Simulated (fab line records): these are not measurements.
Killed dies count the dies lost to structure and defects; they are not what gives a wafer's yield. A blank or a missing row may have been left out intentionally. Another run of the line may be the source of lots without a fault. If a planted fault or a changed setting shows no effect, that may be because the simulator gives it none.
fab line records ; flow n5Finfet
[record] lots = 12; wafers = 36; lastDay = 18
route steps=1938 shown ZERO_LAYER@16 WELL_APT@31 PMOS_HMC_CHANNEL_EPI@67
lots untouched by any fault: they come from a run of this same line in which no faults occurred
startH: hours from the record's opening day to when the first of the lot's shown wafers began ; waitH: hours elapsed since this lot's preceding step ; " the same as in the row above ; L1.1+2: one row covering several wafers at once ; - value missing, or start not given ; * or withheld: withheld ; < > ~ a bound
route shown NAME@n: NAME is a module with steps in the file, n the number in the route of the first one ; usual: mean and standard deviation over wafers with no fault ; same: alike in all rows ; chamber/n: place in a boat ; sites: the reading at each site ; _std_site: their standard deviation ; _edge_site: the outer-site mean with the inner-site mean subtracted ; radiusMm: for every site, how far away it sits from the centre of the wafer ; mask NAME#n: copy n ; behind: the last tool/chamber to shape the wafer ; hold: why the lot was held/for how many hours/how that ended ; device: whichever transistor did not switch (one of n, p or np) ; end of line: at the end of the route, the tests of the same wafers ; for a step that has no rows: nothing shown but its recipe ; killed: the dies lost at the first sort to structure and to defects; this is not the yield of the wafer ; map: a wafer's dies, x killed, . not, _ none there
set.NAME: the run value of the setting; set.NAME@STEP: its run value at that earlier step ; model.NAME: the simulator's own value behind a step, which no gauge read
route steps across a sampled set of lots; one table per step, one row per wafer
services: from which hour (startH, from the record's first day; less than 0 if before it) a tool's chamber was out of use, for how many hours, and why
[[steps]]
[step N5_ZERO_LAYER_ETCH_18]
[recipe] chemistry = HBr/Cl2; target = Si; targetDepthA = 1200; timeS = 40; pressureMtorr = 10; icpW = 800; biasW = 75; HBr_flow_sccm = 150; Cl2_flow_sccm = 80
[usual] drypumpMotorCurrentA = 5.9/0.45; oesProductAu = 1.008/0.017; throttleValvePct = 36.3/0.33
lot.wafer;tool;chamber;startH;waitH;drypumpMotorCurrentA;oesProductAu;rfHoursCounterH;throttleValvePct
L326.2;rieSi-05;1;18.94;0.0;6.0;1.026;98;36.9
L326.4;rieSi-05;1;18.94;0.0;6.0;1.021;-;36.9
L326.6;rieSi-05;3;18.94;0.0;6.1;1.001;-;36.0
L328.2;rieSi-04;1;31.12;0.0;5.8;1.001;38;36.0
L328.4;rieSi-04;3;31.12;0.0;5.4;1.029;139;36.3
L328.6;rieSi-04;0;31.12;0.0;5.9;0.986;-;36.0
L329.2;rieSi-06;0;36.91;0.0;5.1;1.007;65;36.5
L329.3;rieSi-06;1;36.91;0.0;5.4;0.991;103;35.9
L329.5;rieSi-06;3;36.91;0.0;5.6;1.003;-;36.1
L331.3;rieSi-04;1;48.93;0.0;5.8;1.000;38;36.0
L331.5;rieSi-04;1;48.93;0.0;5.8;1.002;-;36.0
L331.6;rieSi-04;2;48.93;0.0;6.5;1.041;-;36.8
L333.1;rieSi-06;3;60.80;0.0;5.6;1.013;157;36.1
L333.3;rieSi-06;2;60.80;0.0;6.1;1.021;43;36.3
L333.4;rieSi-06;1;60.80;0.0;5.4;0.977;104;36.0
L335.2;rieSi-06;3;72.89;0.0;5.6;1.017;158;36.1
L335.4;rieSi-06;2;72.89;0.0;6.2;1.017;43;36.3
L335.6;rieSi-06;0;72.89;0.0;5.1;0.997;-;36.4
L336.1;rieSi-06;0;78.79;0.0;5.1;1.012;66;36.4
L336.4;rieSi-06;3;78.79;0.0;5.6;1.005;158;36.1
L336.5;rieSi-06;2;78.79;0.0;6.1;1.016;-;36.3
L337.1;rieSi-05;2;84.99;0.0;6.7;0.997;1;36.7
L337.3;rieSi-05;1;84.99;0.0;6.0;1.023;99;36.9
L337.4;rieSi-05;3;84.99;0.0;6.1;0.992;-;36.1
L338.1;rieSi-05;2;90.97;0.0;6.7;0.991;1;36.7
L338.2;rieSi-05;1;90.97;0.0;6.0;1.023;99;36.9
L338.5;rieSi-05;3;90.97;0.0;6.1;0.988;-;36.0
L340.2;rieSi-05;2;102.92;0.0;6.7;0.982;1;36.7
L340.3;rieSi-05;1;102.92;0.0;6.0;1.017;99;36.9
L340.4;rieSi-05;3;102.92;0.0;6.1;1.000;-;36.0
L344.2;rieSi-04;2;127.36;0.0;6.4;1.031;110;36.7
L344.4;rieSi-04;1;127.36;0.0;5.7;1.014;40;36.0
L344.6;rieSi-04;2;127.36;0.0;6.4;1.030;-;36.8
L346.2;rieSi-04;2;138.91;0.0;6.4;1.040;110;36.7
L346.5;rieSi-04;0;138.91;0.0;5.9;0.987;-;36.0
L346.6;rieSi-04;1;138.91;0.0;5.8;1.013;-;36.0
[step N5_WELL_APT_DESCUM_13]
[recipe] chemistry = O2; timeS = 7.9; sourcePowerW = 50; biasPowerW = 20; pressureMtorr = 20; rfFrequencyHz = 2.712e+07; tempC = 40; o2FlowSccm = 225
[usual] drypumpMotorCurrentA = 5.9/0.51; o2FlowSccm = 225.1/0.64; oesProductAu = 0.79/0.084; rfVppV = 243.9/1.5; showerheadPlenumPTorr = 2.14/0.074; throttleValvePct = 20.42/0.19
lot.wafer;tool;chamber;startH;waitH;drypumpMotorCurrentA;o2FlowSccm;oesProductAu;rfHoursCounterH;rfVppV;showerheadPlenumPTorr;throttleValvePct
L326.2;rieDiel-05;2;19.92;0.0;5.9;225.9;0.76;165;246.2;2.19;20.19
L326.4;rieDiel-05;0;19.92;0.0;5.7;225.0;0.81;64;244.4;2.21;20.43
L326.6;rieDiel-05;0;19.92;0.0;5.7;225.7;0.81;-;246.1;2.21;20.41
L328.2;rieDiel-02;0;32.00;0.1;6.2;225.5;0.78;128;244.1;2.18;20.32
L328.4;rieDiel-02;1;32.00;0.1;5.0;225.5;0.70;242;242.2;2.06;20.63
L328.6;rieDiel-02;1;32.00;0.1;5.0;224.9;0.69;-;241.3;2.06;20.62
L329.2;rieDiel-02;2;38.57;0.8;6.0;223.9;0.74;200;241.3;1.98;20.68
L329.3;rieDiel-02;3;38.57;0.8;5.8;225.3;0.89;46;245.0;2.21;20.46
L329.5;rieDiel-02;0;38.57;0.8;6.2;224.7;0.77;-;244.2;2.18;20.33
L331.3;rieDiel-03;2;49.83;0.1;5.8;225.2;0.69;236;241.7;1.98;20.90
L331.5;rieDiel-03;2;49.83;0.1;5.8;224.4;0.68;-;241.3;1.98;20.89
L331.6;rieDiel-03;3;49.83;0.1;6.1;223.6;0.81;-;242.6;2.11;20.41
L333.1;rieDiel-03;2;62.10;0.3;5.8;225.5;0.68;242;241.0;1.98;20.92
L333.3;rieDiel-03;3;62.10;0.3;6.1;224.3;0.82;108;243.8;2.11;20.41
L333.4;rieDiel-03;0;62.10;0.3;6.4;224.6;0.71;-;244.7;2.16;20.45
L335.2;rieDiel-02;3;73.89;0.0;5.8;223.2;0.87;62;245.1;2.21;20.50
L335.4;rieDiel-02;0;73.89;0.0;6.2;224.8;0.75;147;244.0;2.18;20.35
L335.6;rieDiel-02;1;73.89;0.0;5.0;224.9;0.98;-;242.9;2.06;20.28
L336.1;rieDiel-02;3;79.77;0.0;5.8;224.6;0.87;64;245.2;2.21;20.49
L336.4;rieDiel-02;0;79.77;0.0;6.2;224.6;0.75;149;244.1;2.18;20.37
L336.5;rieDiel-02;1;79.77;0.0;5.0;225.2;0.97;-;242.8;2.06;20.28
L337.1;rieDiel-05;2;86.12;0.0;5.9;225.6;0.73;195;244.3;2.18;20.25
L337.3;rieDiel-05;0;86.12;0.0;5.7;225.8;0.79;95;246.7;2.20;20.47
L337.4;rieDiel-05;1;86.12;0.0;4.9;225.4;0.96;14;242.1;2.06;20.25
L338.1;rieDiel-05;1;92.30;0.4;4.9;225.1;0.94;17;241.9;2.06;20.26
L338.2;rieDiel-05;0;92.30;0.4;5.7;224.9;0.78;97;245.3;2.20;20.46
L338.5;rieDiel-05;3;92.30;0.4;6.4;224.5;0.75;-;244.0;2.18;20.55
L340.2;rieDiel-05;1;104.20;0.0;4.9;225.5;0.93;22;242.1;2.06;20.28
L340.3;rieDiel-05;3;104.20;0.0;6.4;226.3;0.75;163;244.2;2.17;20.55
L340.4;rieDiel-05;2;104.20;0.0;6.0;223.9;0.72;202;243.2;2.17;20.26
L344.2;rieDiel-03;1;128.21;0.0;6.7;225.6;0.75;155;244.5;2.18;20.06
L344.4;rieDiel-03;3;128.21;0.0;6.1;225.9;0.78;135;243.8;2.10;20.47
L344.6;rieDiel-03;2;128.21;0.0;5.8;225.8;0.94;-;246.4;2.23;20.56
L346.2;rieDiel-03;3;139.89;0.0;6.1;225.3;0.78;138;243.4;2.10;20.47
L346.5;rieDiel-03;1;139.89;0.0;6.7;224.6;0.75;-;243.6;2.17;20.07
L346.6;rieDiel-03;2;139.89;0.0;5.8;225.8;0.93;-;245.0;2.23;20.55
[step N5_WELL_APT_EXPOSE_22]
[recipe] maskId = PWELL; na = 0.8; sourceShape = conventional; sigmaOuter = 0.8; polarization = unpolarized; defocusNm = 0; targetCdNm = 200; doseMj = 23.2
[usual] exposureDoseMJCm2 = 23.195/0.024; reticleTempC = 23.02/0.11
lot.wafer;tool;chamber;startH;waitH;mask;exposureDoseMJCm2;reticleTempC
L326.2;krfScanner-01;0;20.92;-;PWELL#0;23.217;23.20
L326.4;krfScanner-01;0;20.92;-;PWELL#0;23.191;23.23
L326.6;krfScanner-01;0;20.92;-;PWELL#0;23.238;23.10
L328.2;krfScanner-01;0;32.86;-;PWELL#0;23.197;22.80
L328.4;krfScanner-01;0;32.86;-;PWELL#0;23.178;22.81
L328.6;krfScanner-01;0;32.86;-;PWELL#0;23.165;23.09
L329.2;krfScanner-01;0;39.46;-;PWELL#0;23.214;23.03
L329.3;krfScanner-01;0;39.46;-;PWELL#0;23.214;23.02
L329.5;krfScanner-01;0;39.46;-;PWELL#0;23.171;23.04
L331.3;krfScanner-01;0;50.71;-;PWELL#0;23.214;23.09
L331.5;krfScanner-01;0;50.71;-;PWELL#0;23.236;23.00
L331.6;krfScanner-01;0;50.71;-;PWELL#0;23.204;23.10
L333.1;krfScanner-01;0;62.96;-;PWELL#0;23.175;23.22
L333.3;krfScanner-01;0;62.96;-;PWELL#0;23.148;23.30
L333.4;krfScanner-01;0;62.96;-;PWELL#0;23.165;23.04
L335.2;krfScanner-01;0;74.89;-;PWELL#0;24.801;22.98
L335.4;krfScanner-01;0;74.89;-;PWELL#0;24.799;22.96
L335.6;krfScanner-01;0;74.89;-;PWELL#0;24.811;23.08
L336.1;krfScanner-01;0;80.63;-;PWELL#0;24.500;22.76
L336.4;krfScanner-01;0;80.63;-;PWELL#0;24.500;22.91
L336.5;krfScanner-01;0;80.63;-;PWELL#0;24.508;22.88
L337.1;krfScanner-01;0;86.98;-;PWELL#0;24.183;22.94
L337.3;krfScanner-01;0;86.98;-;PWELL#0;24.185;23.08
L337.4;krfScanner-01;0;86.98;-;PWELL#0;24.180;23.07
L338.1;krfScanner-01;0;93.18;-;PWELL#0;23.990;23.10
L338.2;krfScanner-01;0;93.18;-;PWELL#0;24.040;23.08
L338.5;krfScanner-01;0;93.18;-;PWELL#0;24.005;23.02
L340.2;krfScanner-02;0;105.19;-;PWELL#0;23.218;23.12
L340.3;krfScanner-02;0;105.19;-;PWELL#0;23.202;23.07
L340.4;krfScanner-02;0;105.19;-;PWELL#0;23.227;23.16
L344.2;krfScanner-02;0;129.45;-;PWELL#0;23.204;22.92
L344.4;krfScanner-02;0;129.45;-;PWELL#0;23.179;22.96
L344.6;krfScanner-02;0;129.45;-;PWELL#0;23.198;23.06
L346.2;krfScanner-02;0;140.88;-;PWELL#0;23.164;22.96
L346.5;krfScanner-02;0;140.88;-;PWELL#0;23.198;22.92
L346.6;krfScanner-02;0;140.88;-;PWELL#0;23.181;22.99
[step N5_WELL_APT_CD_MEAS_25]
[recipe] targetCdNm = 200; landingEnergyEv = 500; detector = seInlens
[usual] cdNm = 199.7/1.7
lot.wafer;tool;chamber;startH;waitH;cdNm
L326.2;cdSem-01;0;21.09;-;199.8
L326.4;cdSem-01;0;21.09;-;199.3
L326.6;cdSem-01;0;21.09;-;198.8
L328.2;cdSem-03;0;33.03;-;201.1
L328.4;cdSem-03;0;33.03;-;201.3
L328.6;cdSem-03;0;33.03;-;199.8
L329.2;cdSem-01;0;39.63;-;198.6
L329.3;cdSem-01;0;39.63;-;200.7
L329.5;cdSem-01;0;39.63;-;200.0
L331.3;cdSem-02;0;50.87;-;199.5
L331.5;cdSem-02;0;50.87;-;200.0
L331.6;cdSem-02;0;50.87;-;201.9
L333.1;cdSem-03;0;63.14;-;202.4
L333.3;cdSem-03;0;63.14;-;202.2
L333.4;cdSem-03;0;63.14;-;201.4
L335.2;cdSem-02;0;75.06;-;210.2
L335.4;cdSem-02;0;75.06;-;212.1
L335.6;cdSem-02;0;75.06;-;211.8
L336.1;cdSem-03;0;80.80;-;209.3
L336.4;cdSem-03;0;80.80;-;210.5
L336.5;cdSem-03;0;80.80;-;208.6
L337.1;cdSem-03;0;87.15;-;207.5
L337.3;cdSem-03;0;87.15;-;204.8
L337.4;cdSem-03;0;87.15;-;207.2
L338.1;cdSem-01;0;93.36;-;205.8
L338.2;cdSem-01;0;93.36;-;206.6
L338.5;cdSem-01;0;93.36;-;207.5
L340.2;cdSem-02;0;105.35;-;199.7
L340.3;cdSem-02;0;105.35;-;200.8
L340.4;cdSem-02;0;105.35;-;200.4
L344.2;cdSem-02;0;129.62;-;199.9
L344.4;cdSem-02;0;129.62;-;201.4
L344.6;cdSem-02;0;129.62;-;201.1
L346.2;cdSem-03;0;141.05;-;195.5
L346.5;cdSem-03;0;141.05;-;196.1
L346.6;cdSem-03;0;141.05;-;196.0
[step N5_PMOS_HMC_CHANNEL_EPI_INSPECT_11]
[recipe] mode = adi; inspectInstrument = macro
[usual] rawDefectCount = 2.0/1.4
lot.wafer;tool;chamber;startH;waitH;rawDefectCount
L326.2;defectInspect-01;-;23.20;0.0;1
L326.4;defectInspect-01;-;23.20;0.0;4
L326.6;defectInspect-01;-;23.20;0.0;1
L328.2;defectInspect-02;-;35.61;0.0;7
L328.4;defectInspect-02;-;35.61;0.0;4
L328.6;defectInspect-02;-;35.61;0.0;0
L329.2;defectInspect-01;-;42.18;0.0;3
L329.3;defectInspect-01;-;42.18;0.0;2
L329.5;defectInspect-01;-;42.18;0.0;0
L331.3;defectInspect-01;-;53.11;0.0;1
L331.5;defectInspect-01;-;53.11;0.0;2
L331.6;defectInspect-01;-;53.11;0.0;3
L333.1;defectInspect-01;-;65.56;0.0;3
L333.3;defectInspect-01;-;65.56;0.0;5
L333.4;defectInspect-01;-;65.56;0.0;1
L335.2;defectInspect-02;-;77.27;0.0;0
L335.4;defectInspect-02;-;77.27;0.0;0
L335.6;defectInspect-02;-;77.27;0.0;2
L336.1;defectInspect-01;-;83.49;0.0;4
L336.4;defectInspect-01;-;83.49;0.0;3
L336.5;defectInspect-01;-;83.49;0.0;2
L337.1;defectInspect-01;-;89.29;0.0;2
L337.3;defectInspect-01;-;89.29;0.0;5
L337.4;defectInspect-01;-;89.29;0.0;1
L338.1;defectInspect-02;-;95.60;0.0;1
L338.2;defectInspect-02;-;95.60;0.0;1
L338.5;defectInspect-02;-;95.60;0.0;0
L340.2;defectInspect-02;-;107.85;0.0;2
L340.3;defectInspect-02;-;107.85;0.0;1
L340.4;defectInspect-02;-;107.85;0.0;1
L344.2;defectInspect-01;-;131.94;0.0;1
L344.4;defectInspect-01;-;131.94;0.0;1
L344.6;defectInspect-01;-;131.94;0.0;0
L346.2;defectInspect-02;-;143.85;0.0;3
L346.5;defectInspect-02;-;143.85;0.0;0
L346.6;defectInspect-02;-;143.85;0.0;4
[[services]]
tool;chamber;startH;hours;kind
krfScanner-01;-;-5.00;4.4;pm
rieSi-05;2;8.04;-;clean
rieSi-05;2;8.04;-;consumableReplace:focusRing
rieSi-05;2;8.04;14.3;scheduledDown
rieSi-05;2;8.04;14.3;ventCycle
krfScanner-01;-;13.50;1.9;repair
rieSi-04;-;18.42;8.1;repair
rieSi-05;3;22.38;6.4;repair
rieDiel-03;0;22.63;6.3;repair
rieDiel-05;1;29.22;-;clean
rieDiel-03;-;31.94;14.6;pm
krfScanner-02;-;36.91;0.8;pm
krfScanner-02;-;41.56;0.2;repair
krfScanner-02;-;42.29;1.0;pm
rieDiel-03;1;48.64;15.8;repair
rieSi-05;-;64.55;15.6;pm
krfScanner-01;0;67.51;-;calibration
rieSi-06;-;83.31;4.3;pm
krfScanner-02;-;88.93;1.3;pm
rieDiel-03;-;99.11;2.8;pm
krfScanner-01;-;118.41;1.0;pm
rieDiel-02;3;127.94;2.0;repair
krfScanner-01;-;128.43;0.8;pm
krfScanner-01;-;133.47;1.3;pm
[[key]]
[firstSign] step = N5_WELL_APT_EXPOSE_22; reading = exposureDoseMJCm2; direction = up; sigmas = 48; usual = 23.195; struck = 24.375
[effect] step = N5_WELL_APT_CD_MEAS_25; reading = cdNm; direction = up; sigmas = 5.3; usual = 199.7; struck = 208.5; through = controlLoop
metAt N5_WELL_APT_EXPOSE_22
struckLots L335,L336,L337,L338
rowsEnd L335.2,L335.4,L335.6,L336.1,L336.4,L336.5,L337.1,L337.3,L337.4,L338.1,L338.2,L338.5
[loopTrim] step = N5_WELL_APT_EXPOSE_22; setting = dose; lots = L336,L337,L338
notActingAt N5_ZERO_LAYER_ETCH_18,N5_WELL_APT_DESCUM_13,N5_PMOS_HMC_CHANNEL_EPI_INSPECT_11
onsetBetween 62.96 74.89
[fault] kind = processParameterDrift; tool = krfScanner-01; chamber = -; onsetH = 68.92; steps = N5_WELL_APT_EXPOSE_22; channel = doseMj; offset = 1.5834; shape = step; actsIn = theseRecipesOnly; stated = 23.2
// rowsEnd: these wafers met a further fault down the route, and their rows from its step on are left out
// loopTrim: a control loop set the setting to another value than it would have without faults
